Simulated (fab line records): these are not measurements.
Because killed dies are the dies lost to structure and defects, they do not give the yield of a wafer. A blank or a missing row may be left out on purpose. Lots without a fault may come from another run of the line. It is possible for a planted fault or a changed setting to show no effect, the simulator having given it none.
fab line records ; flow n5Finfet
record: lots: 5; wafers: 12; lastDay: 16
route steps=1938 shown SD_EPI_P@302 SD_ACTIVATION@330 ILD0@335 BEOL_M4@1111 PASSIVATION@1936
lots that met no fault: taken from a fault-free run of the same line
startH: hours from the record's opening day to when the first of the lot's shown wafers began ; waitH: time in hours since the lot's previous step ; " as in the row above ; L1.1+2: one row covering several wafers at once ; - no value present, or no start provided ; * or withheld: withheld ; < > ~ a bound
route shown NAME@n: names a module that has steps shown in the file, with the first one's number in the route ; usual: mean/standard deviation of fault-free wafers ; same: alike in all rows ; chamber/n: place in a boat ; sites: readings site by site ; _std_site: standard deviation across them ; _edge_site: inner sites' mean taken away from outer sites' mean ; radiusMm: how far each site lies from the wafer's centre ; mask NAME#n: copy n ; behind: tool/chamber where the wafer was last shaped ; hold: the reason the lot was held/the length of the hold in hours/how it ended ; device: which transistor (n, p or np) failed to switch ; end of line: the tests these same wafers got at the end of their route ; where a step has no rows: the recipe by itself ; killed: dies that structure and defects cost at the first sort, which is not the same as the wafer's yield ; map: the dies of a wafer, with x for killed, . for not killed, _ for no die there
set.NAME: setting as actually run; set.NAME@STEP: the setting as run at that earlier step ; model.NAME: the simulator's own value behind a step, which no gauge read
lots seen at some steps along the route; tables by step, rows by wafer
services: from which hour (startH, from the record's first day; less than 0 if before it) a tool's chamber was out of use, for how many hours, and why
== steps ==
step: N5_SD_EPI_P_DEVELOP_08
recipe: developTimeS: 30; developer: TMAH; resist: CAR-ArF-block; devTempC: 23; rinseLiquid: diw; dry: airSpin
step: N5_SD_EPI_P_DESCUM_14
recipe: chemistry: O2; timeS: 7.9; sourcePowerW: 50; biasPowerW: 20; pressureMtorr: 20; rfFrequencyHz: 2.712e+07; tempC: 40; resist: CAR-ArF-block; o2FlowSccm: 225
step: N5_SD_EPI_P_ETCH_36
recipe: chemistry: CF4; target: SiARC; targetDepthA: 455; maskMaterial: CAR-ArF-block; timeS: 75.8; ionEnergyEv: 80; pressureMtorr: 40; sourceW: 545; biasW: 36; Ar_flow_sccm: 100; cf4FlowSccm: 100; ends: cleared
step: N5_SD_EPI_P_ETCH_37
recipe: chemistry: N2/H2; target: SOC; overetchA: 1080; maskMaterial: SiARC; tempC: 40; ionEnergyEv: 100; sourceW: 3000; biasW: 133; pressureMtorr: 20; timeS: 486; n2FlowSccm: 200; h2FlowSccm: 200; ends: endPoint
step: N5_SD_EPI_P_STRIP_38
recipe: chemistry: N2/H2; tempC: 40; n2FlowSccm: 200; h2FlowSccm: 200; rfFrequencyHz: 6e+07
step: N5_SD_EPI_P_ETCHBACK_46
recipe: chemistry: CH3F/O2; mode: anisotropicEtchback; target: SiNx; targetDepthA: 175; stopOn: SiO2; overEtchFrac: 0.3; ionEnergyEv: 120; pressureMtorr: 30; sourceW: 395; biasW: 73; Ar_flow_sccm: 150; CH3F_flow_sccm: 30; O2_flow_sccm: 20
step: N5_SD_EPI_P_ETCH_47
recipe: chemistry: CH3F/O2; target: SiOCN; targetDepthA: 250; maskMaterial: SOC; ionEnergyEv: 60; biasW: 29; pressureMtorr: 30; sourceW: 410; Ar_flow_sccm: 150; CH3F_flow_sccm: 30; O2_flow_sccm: 20
step: N5_SD_EPI_P_ETCH_16
recipe: chemistry: CHF3/O2; target: SiO2; targetDepthA: 50; maskMaterial: SOC; pressureMtorr: 30; sourceW: 650; biasW: 170; Ar_flow_sccm: 200; CHF3_flow_sccm: 50; O2_flow_sccm: 5; ionEnergyEv: 200
step: N5_SD_EPI_P_STRIP_50
recipe: chemistry: CHF3/O2; resist: SiARC; rfFrequencyHz: 6e+07
step: N5_SD_EPI_P_SD_RECESS_17
recipe: chemistry: HBr/Cl2/O2; targetDepthA: 391; btTimeS: 3; pressureMtorr: 10; icpW: 800; biasW: 112; HBr_flow_sccm: 150; Cl2_flow_sccm: 80; O2_flow_sccm: 12
usual: drypumpMotorCurrentA: 6.0/0.52; oesProductAu: 1.003/0.016; throttleValvePct: 36.9/0.35
lot.wafer;tool;chamber;startH;waitH;drypumpMotorCurrentA;oesProductAu;rfHoursCounterH;throttleValvePct;model.SD_EPI_P.featureDepthNm;model.etch.depthNm
L513.1;rieSi-05;1;86.34;0.0;6.3;0.999;32;36.8;39.2;39.29
L513.3;rieSi-05;3;86.34;0.0;6.6;0.987;67;37.4;38.6;38.62
L513.5;rieSi-05;3;86.34;0.0;6.6;0.991;-;37.4;39;38.93
L515.1;rieSi-06;2;99.56;0.0;5.9;0.984;16;36.8;39.4;39.31
L515.2;rieSi-06;1;99.56;0.0;6.6;1.006;196;36.5;38;37.91
L515.4;rieSi-06;3;99.56;0.0;6.0;0.987;198;37.3;38;37.99
L522.1;rieSi-06;0;138.53;0.0;5.9;1.035;1;36.7;26.2;26.21
L522.4;rieSi-06;3;138.53;0.0;6.1;1.019;-;37.3;39.4;39.32
L524.4;rieSi-06;3;149.46;0.0;6.1;1.018;0;37.3;38.8;38.87
L524.6;rieSi-06;3;149.46;0.0;6.1;1.019;-;37.3;25.6;25.69
L526.1;rieSi-06;1;160.59;0.0;6.6;0.993;0;36.4;25.6;25.57
L526.2;rieSi-06;3;160.59;0.0;6.0;1.019;1;37.3;39.2;39.26
step: N5_SD_EPI_P_WET_ETCH_45
recipe: chemistry: dHF; dilution: withheld; timeS: 10.7; target: SiO2; targetDepthA: 20; tempC: 25; dry: ipaMarangoni; rinseTimeS: 30; rinseTempC: 23
step: N5_SD_EPI_P_STRIP_40
recipe: chemistry: N2/H2; powerW: 1000; tempC: 250; h2Frac: 0.65; overashFraction: 0.3; pressureMtorr: withheld; n2FlowSccm: 1750; h2FlowSccm: 3250
step: N5_SD_EPI_P_PRECLEAN_52
recipe: chemistry: O3/DIW; timeS: 60; tempC: 22; o3Ppm: 10
step: N5_SD_EPI_P_SRD_20
recipe: dry: ipaMarangoni; doPpb: 5; timeS: 30; tempC: 23; rinseLiquid: diw
step: N5_SD_EPI_P_PRECLEAN_51
recipe: chemistry: NF3:NH3; afsCycles: 1; tempC: 30; timeS: 20; sublimationTempC: 180; sublimationTimeS: 60; pressureTorr: 3; rfPowerW: 30
step: N5_SD_EPI_P_VAPOR_ETCH_44
recipe: chemistry: NF3/Ar; target: SiGe30; tempC: 25; timeS: 3.3; mode: isotropic
step: N5_SD_EPI_P_EPI_21
recipe: material: SiGe:B; dopant: B; tempC: 550; pressureTorr: 20; ambient: H2; timeS: 355
step: N5_SD_EPI_P_HM_STRIP_48
recipe: chemistry: H3PO4; tempC: 160; material: SiNx; target: SiNx; targetDepthA: 30; overetchFraction: 0.3
step: N5_SD_EPI_P_SRD_49
recipe: dry: ipaMarangoni; timeS: 30; tempC: 23; rinseLiquid: diw
step: N5_SD_EPI_P_PRECLEAN_24
recipe: chemistry: O3/DIW; timeS: 45; tempC: 22; o3Ppm: 10
step: N5_SD_EPI_P_PRECLEAN_32
recipe: chemistry: dHF; timeS: 10; dilution: 500:1; tempC: 25
step: N5_SD_EPI_P_PRECLEAN_33
recipe: chemistry: SC2; timeS: 45; tempC: 35; mix: 1:1:50
step: N5_SD_EPI_P_SRD_25
recipe: timeS: 30; tempC: 23; rinseLiquid: diw; dry: ipaMarangoni
step: N5_SD_ACTIVATION_RTA_00
recipe: tempC: 975; timeS: 0; ambient: N2; idleTempC: 600; rampUpCPerS: 150; rampDownCPerS: 60; coolToC: 600
step: N5_SD_ACTIVATION_LSA_01
recipe: tempC: 1080; timeS: 0.0008; ambient: N2
step: N5_ILD0_LINER_00
recipe: material: SiNx; targetThkA: 40; tempC: 400; aldPrecursorFamily: SiH2I2; aldCoReactant: N2/H2-plasma; pulseTimeS: 1; purgeTimeS: 2; coReactantPurgeTimeS: 2; aldCycles: 80; pressureTorr: 2
step: N5_ILD0_FCVD_FILL_01
recipe: material: SiO2_flowable; targetThkA: 2000; tempC: 100; pressureTorr: 0.8; rfW: 2000; timeS: 328.3
step: N5_ILD0_CURE_02
recipe: tempC: 450; timeS: 1800; ambient: steam; idleTempC: 400; rampUpCPerMin: 5; rampDownCPerMin: 3; densificationPH2oTorr: 640
step: N5_ILD0_CMP_03
recipe: stopOn: SiNx; tOverpolishS: 1.9; postCmpClean: alkalineBrush; downForcePsi: 4.1491; platenRpm: 51.796; padVelocityMS: 1.0306; targetThkNm: 197.38
step: N5_ILD0_CMP_07
recipe: stopOn: poly-Si; material: SiO2_flowable; tOverpolishS: 1.18; postCmpClean: alkalineBrush; downForcePsi: 4.1491; platenRpm: 51.796; padVelocityMS: 1.0306; targetThkNm: 138.88
step: N5_ILD0_PRECLEAN_10
recipe: chemistry: NF3:NH3; afsCycles: 5; timeS: 20; tempC: 30; sublimationTempC: 180; sublimationTimeS: 60; pressureTorr: 3; rfPowerW: 30
step: N5_ILD0_ALD_15
recipe: material: SiNx; targetThkA: 240; tempC: 400; aldPrecursorFamily: SiH2I2; aldCoReactant: N2/H2-plasma; pulseTimeS: 1; aldCycles: 480; purgeTimeS: 2; coReactantPurgeTimeS: 2; pressureTorr: 2
step: N5_BEOL_M4_RC_MEAS_101
usual: CJ_P: 5.79/0.18; DIBL_N: 35.8/1.5; DIBL_P: 35.9/1.8; IOFF_N: 0.152/0.025; IOFF_P: 0.21/0.031; ION_N: 672/11; ION_P: 462/7.4; REXT_P: 101.0/2.3; SS_N: 71.5/0.52; SS_P: 73.2/0.54; VT_N: 250/3; VT_P: -250/3.3; VT_P_LVT: -99/3.1
lot.wafer;tool;chamber;startH;waitH;CJ_P;DIBL_N[mV/V];DIBL_P[mV/V];IOFF_N[nA/um];IOFF_P[nA/um];ION_N[uA/um];ION_P[uA/um];REXT_P[ohm.um];SS_N[mV/dec];SS_P[mV/dec];VT_N[mV];VT_P[mV];VT_P_LVT[mV]
L513.1;prober-02;0;202.21;0.0;5.87;35.4;34.0;0.139;0.20;665;460;97.7;71.3;72.9;250;-247;-99
L513.3;prober-02;0;202.21;0.0;5.99;37.5;35.9;0.173;0.24;673;463;98.7;71.0;73.0;247;-245;-97
L513.5;prober-02;0;202.21;0.0;5.93;35.8;33.8;0.145;0.21;669;463;98.8;71.4;73.2;249;-247;-98
L515.1;prober-02;0;208.85;0.0;5.70;37.1;36.5;0.136;0.18;659;458;103.2;71.9;73.8;251;-255;-104
L515.2;prober-02;0;208.85;0.0;5.46;35.2;33.9;0.110;0.14;656;447;104.5;70.9;72.4;257;-261;-108
L515.4;prober-02;0;208.85;0.0;5.89;34.8;33.8;0.112;0.14;671;448;104.3;70.8;73.8;255;-258;-107
L522.1;prober-01;0;246.32;0.0;2.67;35.7;33.0;0.149;0.12;672;386;114.7;71.2;72.6;250;-263;-109
L522.4;prober-01;0;246.32;0.0;6.21;33.6;33.1;0.120;0.17;662;451;100.0;71.3;72.5;252;-255;-100
L524.4;prober-01;0;264.18;0.5;5.61;33.9;34.5;0.137;0.21;658;459;104.1;71.7;72.7;251;-250;-98
L524.6;prober-01;0;264.18;0.5;2.35;36.5;35.4;0.194;0.17;694;394;117.3;72.0;72.6;247;-258;-105
L526.1;prober-02;0;271.44;0.0;2.50;32.3;31.2;0.127;0.11;663;379;112.5;71.3;70.9;252;-262;-111
L526.2;prober-02;0;271.44;0.0;5.85;35.1;37.7;0.185;0.25;683;467;98.6;71.7;73.6;247;-248;-96
step: N5_PASSIVATION_PROBE_49
usual: defectLimitedYield: 91.7/1.7; killed_at_M0_to_M3: 34/10; killed_at_M4_up: 13/5.1; killedAtContacts: 12/6.2; killedAtFrontEnd: 36/12; killedAtOther: 3.2/2.6; killedDies: 98/20; killedOpen: 65/13; killedShort: 32/8.4; sort_bin_5_function: 4.8/1.1; sort_bin_6_memory: 3.2/0.74; sort_bin_8_speed: 0.00/0.012; sortNPass: 1082/20; sortYieldPct: 91.7/1.7
same: grossDies: 1180; killedAtBackSide: 0; sort_bin_4_leakage[%]: 0
lot.wafer;tool;chamber;startH;waitH;defectLimitedYield[%];killed_at_M0_to_M3;killed_at_M4_up;killedAtContacts;killedAtFrontEnd;killedAtOther;killedDies;killedOpen;killedShort;sort_bin_5_function[%];sort_bin_6_memory[%];sort_bin_8_speed[%];sortNPass;sortYieldPct[%]
L515.1;prober-02;-;319.29;0.0;92.5;37;12;9;27;4;89;49;39;4.8;2.4;0;1091;92.5
L515.2;prober-02;-;319.34;0.1;93.7;16;16;11;29;2;74;46;28;3.1;3.0;0;1106;93.7
L515.4;prober-02;-;319.44;0.2;91.9;36;14;12;30;4;96;74;22;4.7;3.4;0;1084;91.9
L522.1;prober-02;-;353.79;0.0;90.0;36;11;17;50;4;118;75;43;5.7;4.1;90.00;0;0
L524.6;prober-02;-;368.65;0.3;90.8;40;36;7;22;3;108;69;38;5.2;3.7;90.85;0;0
L526.1;prober-02;-;376.49;0.0;88.6;35;7;19;70;3;134;83;43;6.1;4.1;88.64;0;0
killed by level:class
L515.1 BEOL_M0_SAQP:geometricParticle:short=11 BEOL_M2:geometricParticle:open=8 BEOL_M4:geometricParticle:open=8 MOL_CONTACT_COAG:geometricParticle:open=7 ILD0:geometricParticle:short=6 BEOL_M0_SAQP:geometricParticle:open=6 FIN_SAQP:geometricParticle:short=4 STARTING-WAFER:geometricParticle:short=4
L515.2 MOL_CONTACT_COAG:geometricParticle:open=8 FIN_SAQP:geometricParticle:short=7 BEOL_M4:geometricParticle:open=7 STI_FIN_REVEAL:geometricParticle:open=6 BEOL_M0_SAQP:geometricParticle:short=6 BEOL_M1:geometricParticle:open=4 STI_FIN_REVEAL:geometricParticle:short=3 MOL_CONTACT_COAG:geometricParticle:short=3
L515.4 MOL_CONTACT_COAG:geometricParticle:open=12 BEOL_M3:geometricParticle:open=12 BEOL_M2:geometricParticle:open=8 GATE_CUT:geometricParticle:short=7 BEOL_M0_SAQP:geometricParticle:open=7 BEOL_M4:geometricParticle:open=7 BEOL_M1:geometricParticle:open=5 STI_FIN_REVEAL:geometricParticle:open=4
L522.1 FIN_SAQP:geometricParticle:short=13 MOL_CONTACT_COAG:geometricParticle:open=13 BEOL_M0_SAQP:geometricParticle:open=11 FIN_SAQP:geometricParticle:open=10 STI_FIN_REVEAL:geometricParticle:open=10 BEOL_M0_SAQP:geometricParticle:short=10 DUMMY_GATE:geometricParticle:open=8 BEOL_M4:geometricParticle:open=7
L524.6 BEOL_M4:geometricParticle:open=23 BEOL_M0_SAQP:geometricParticle:short=15 BEOL_M0_SAQP:geometricParticle:open=12 STARTING-WAFER:geometricParticle:short=6 MOL_CONTACT_COAG:geometricParticle:open=5 DUMMY_GATE:geometricParticle:open=4 BEOL_M3:geometricParticle:open=4 FIN_SAQP:geometricParticle:short=3
L526.1 BEOL_M2:geometricParticle:open=15 FIN_SAQP:geometricParticle:short=14 MOL_CONTACT_COAG:geometricParticle:open=14 STI_FIN_REVEAL:geometricParticle:open=13 FIN_SAQP:geometricParticle:open=10 GATE_CUT:geometricParticle:short=8 HKMG_FIN:areaEtch=8 BEOL_M0_SAQP:geometricParticle:open=7
map L522.1 (x killed, . not)
_________________............________________
______________.x.....x.......x.._____________
___________........x...............__________
__________.......................x.._________
________......x..........x..x.......xx_______
_______.......x....x.x..........x......______
______.............x.x.......x........x._____
_____........x.................x...x.....____
____..............x..x........x....x......___
___.........x................x......x......__
___....x....x..................x..........x__
__x......x.............x....x..............x_
__..........x.......x......................._
_......x........x..........................x.
_.x...........x.........x.....x.........x....
_...x...x.x..........x......x........xx......
_......................x............x........
_...x.....x..x....x....x..........x..........
_......x.x......xx....................x...x..
_.....x.............x.........x..............
_.x...x......x..x.x..............x...........
__............x..........x....x............._
__..........................x.....x........._
___.x...........................x..........__
___.x...x.x..........xx................x.x.__
____..x............................x...x..___
_____.........x...............x..........____
______......x...x...x.x....x.......x...x_____
_______..x.............................______
________.......x.x................x..._______
__________.....xx.......x.....x....._________
___________....x............xx.....__________
______________...x...x.........._____________
_________________....x.....x.________________
map L524.4 (x killed, . not)
_________________............________________
______________.....x............_____________
___________.............x..........__________
__________....x...........x....x...._________
________................x.........x..x_______
_______...............x...........x.x..______
______.........x..x....................._____
_____........x......x....x..x............____
____x...........................x..x......___
___........................................__
___x.............xx..................x.....__
__...x......................................_
__.............................x.x....x...x._
_......x.....x..xx.........x..x.x..........x.
_...........x.......x..............xx.x......
_................................x.......x...
_........x.....x...................x.........
_....x.......x........x......................
_..............x.x.x.x.......x.x......x..xx..
_.................xx.........................
_......x......x.........x.........x........x.
__...............x..............x.x........x_
__...........x.........................x...._
___.........x............xx...x............__
___............x.......x.x....x.x..........__
____....................x........x.x......___
_____.....x...............x..............____
______...........x......x...........x..._____
_______.....x...xx......x..xx.x......xx______
________...x..x................x......_______
__________.......x................x._________
___________...x...........x......x.__________
______________................x._____________
_________________...........x________________
== services ==
tool;chamber;startH;hours;kind
rieSi-06;-;83.98;14.6;pm
rieSi-06;3;110.02;-;clean
rieSi-06;3;110.02;18.5;scheduledDown
rieSi-06;3;110.02;18.5;ventCycle
rieSi-06;1;128.54;-;clean
rieSi-06;1;128.54;18.3;scheduledDown
rieSi-06;1;128.54;18.3;ventCycle
rieSi-05;1;140.48;0.9;repair
== key ==
firstSign: step: N5_BEOL_M4_RC_MEAS_101; reading: CJ_P; direction: down; sigmas: 18; usual: 5.79; struck: 2.51
effect: step: N5_BEOL_M4_RC_MEAS_101; reading: ION_P; direction: down; sigmas: 10; usual: 462; struck: 387
effect: step: N5_BEOL_M4_RC_MEAS_101; reading: REXT_P; direction: up; sigmas: 6.1; usual: 101.0; struck: 114.9
effect: step: N5_BEOL_M4_RC_MEAS_101; reading: VT_P; direction: down; sigmas: 3.2; usual: -250; struck: -261
effect: step: N5_BEOL_M4_RC_MEAS_101; reading: VT_P_LVT; direction: down; sigmas: 2.9; usual: -99; struck: -108
effect: step: N5_BEOL_M4_RC_MEAS_101; reading: IOFF_P; direction: down; sigmas: 2.3; usual: 0.21; struck: 0.13
effect: step: N5_BEOL_M4_RC_MEAS_101; reading: SS_P; direction: down; sigmas: 2.2; usual: 73.2; struck: 72.0
effect: step: N5_PASSIVATION_PROBE_49; reading: sort_bin_8_speed; direction: up; sigmas: 99+; usual: 0.00; struck: 89.83
modelEffect: step: N5_SD_EPI_P_SD_RECESS_17; value: SD_EPI_P.featureDepthNm; without: 39.2; struck: 25.8
metAt N5_SD_EPI_P_SD_RECESS_17
struckWafers L522.1,L524.6,L526.1
onsetBetween 99.56 138.53
fault: kind: processParameterDrift; tool: rieSi-06; chamber: -; onsetH: 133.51; steps: N5_SD_EPI_P_SD_RECESS_17; channel: targetDepthA; offset: -132.98; shape: step; endH: 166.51; scope: struckWafersOnly; actsIn: theseRecipesOnly; stated: 391
